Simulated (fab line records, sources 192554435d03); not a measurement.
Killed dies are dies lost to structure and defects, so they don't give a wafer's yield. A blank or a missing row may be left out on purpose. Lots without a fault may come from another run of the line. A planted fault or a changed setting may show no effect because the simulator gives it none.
A struck lot beside a sound one | flow n5_finfet | 23 steps out of a route of 1938
Sound: wafers L498.3, L498.4, L498.5. Struck: wafers L503.1, L503.2, L503.6. The cause comes at the end.
At each step with rows: each side's tool, then ch and its chambers, then its first start. Under that, the readings that differ: sound wafers | struck wafers | difference of the means | sigmas: that difference in standard deviations of wafers without a fault.
alike: readings whose means differ by less than 2 such deviations, and words and numbers that are the same on both sides. not compared: withheld readings, readings that some wafer has no value for, bounds like >300 that may hide the same value, and numbers for which the record gives no deviation and whose values overlap.
The two part at a step that has a row with sigmas, a row that says differs or no value, or rows on one side only. Numbers that don't overlap but have no deviation are shown without sigmas and don't part them. A reading that every wafer of one side lacks parts them only if that side has two wafers or more.

first, 11 steps without rows for these wafers: N5_BEOL_M5_STRIP_63 (strips in N2/H2); N5_BEOL_M5_STRIP_73 (strips in N2/H2); N5_BEOL_M5_STRIP_64 (strips in CF4); N5_BEOL_M5_HM_OPEN_17 (chemistry Cl2/BCl3, target TiN, target depth 20 nm, overetch 6 nm); N5_BEOL_M5_STRIP_19 (strips in O2); N5_BEOL_M5_COAT_65 (time 60 s, resist thk 60 nm); N5_BEOL_M5_COAT_66 (time 60 s, resist thk 12 nm); N5_BEOL_M5_COAT_74 (time 60 s, resist thk 5 nm); N5_BEOL_M5_COAT_22 (resist thk 30 nm); N5_BEOL_M5_EBR_24; N5_BEOL_M5_SOFTBAKE_23 (time 60 s).
N5_BEOL_M5_EXPOSE_25: exposes mask V4, defocus 10 nm.
  sound on euv_scanner-02 ch 0, day 9 03:54; struck on euv_scanner-02 ch 0, day 10 06:30
  reading              | sound             | struck            | difference | sigmas
  exposure_dose_mJ_cm2 | 52.67 52.62 52.67 | 50.96 50.88 50.92 | -1.73      | -6
  alike: mask
then, 3 steps without rows for these wafers: N5_BEOL_M5_PEB_26 (peb time 60 s); N5_BEOL_M5_DEVELOP_27 (develop time 30 s); N5_BEOL_M5_DESCUM_33 (chemistry O2, time 7 s).
N5_BEOL_M5_ETCH_75: etches underlayer in N2/H2, target depth 6.5 nm, time 5.2 s.
  sound on rie_diel-04 ch 2,3, day 9 04:11; struck on rie_diel-03 ch 0,2, day 10 06:52
  reading                  | sound             | struck            | difference | sigmas
  throttle_valve_pct (%)   | 17.72 17.72 17.71 | 18.33 18.22 18.23 | +0.54      | +2
  model.BEOL_M5.cd_nm (nm) | 27.6 27.6 27.8    | 27.4 27.2 27      | -0.5       |
  alike: drypump_motor_current_A, etch_rf_on_time_s, oes_product_au, rf_vpp_V, showerhead_plenum_p_Torr
  not compared: rf_hours_counter_h
then, 4 steps without rows for these wafers: N5_BEOL_M5_ETCH_67 (etches SiARC in CF4, target depth 15.6 nm, time 26 s); N5_BEOL_M5_ETCH_68 (etches SOC in N2/H2, target depth 80 nm, overetch 16 nm, time 120 s); N5_BEOL_M5_STRIP_69 (strips in N2/H2); N5_BEOL_M5_STRIP_76 (strips in N2/H2).
N5_BEOL_M5_VIA_ETCH_34: etches SiCOH lowk in C4F6/O2, target depth 88.3 nm, time 39.2 s.
  sound on rie_diel-04 ch 2,3, day 9 04:19; struck on rie_diel-03 ch 0,2, day 10 07:01
  reading                | sound             | struck            | difference | sigmas
  throttle_valve_pct (%) | 20.70 20.76 20.77 | 21.36 21.20 21.22 | +0.52      | +3
  alike: drypump_motor_current_A, oes_product_au, rf_vpp_V, showerhead_plenum_p_Torr
  not compared: rf_hours_counter_h, model.BEOL_M5.cd_nm
then, 1 step without rows for these wafers: N5_BEOL_M5_STRIP_85 (strips in C4F6/O2).
-- the record jumps here: 3 days lie between the struck wafers' starts before and after (it left off in module BEOL_M5 and takes up again in module PASSIVATION, whose first step shown is number 1936 of the route) --
N5_PASSIVATION_PROBE_49:
  sound on prober-02, day 12 11:20; struck on prober-01, day 13 17:13
  reading                  | sound          | struck         | difference | sigmas
  defect_limited_yield (%) | 93.3 92.8 93.1 | 89.4 92.0 89.1 | -2.9       | -2
  killed_at_M4_up          | 14 10 6        | 30 20 33       | +18        | +3
  killed_at_front_end      | 23 29 24       | 45 45 54       | +23        | +2
  killed_dies              | 79 85 81       | 125 94 129     | +34        | +2
  sort_n_pass              | 1101 1095 1099 | 1055 1086 1051 | -34        | -2
  sort_yield_pct (%)       | 93.3 92.8 93.1 | 89.4 92.0 89.1 | -2.9       | -2
  alike: killed_at_M0_to_M3, killed_at_contacts, killed_at_other, killed_open, killed_short, sort_bin_5_function, sort_bin_6_memory, sort_bin_8_speed

WHERE THEY PART
First at N5_BEOL_M5_EXPOSE_25; last, within this record, at N5_PASSIVATION_PROBE_49.

WHY: what the simulator had put in
Process parameter drift: euv_scanner-02, from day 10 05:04 on, at N5_BEOL_M5_EXPOSE_25. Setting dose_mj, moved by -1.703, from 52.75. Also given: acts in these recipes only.
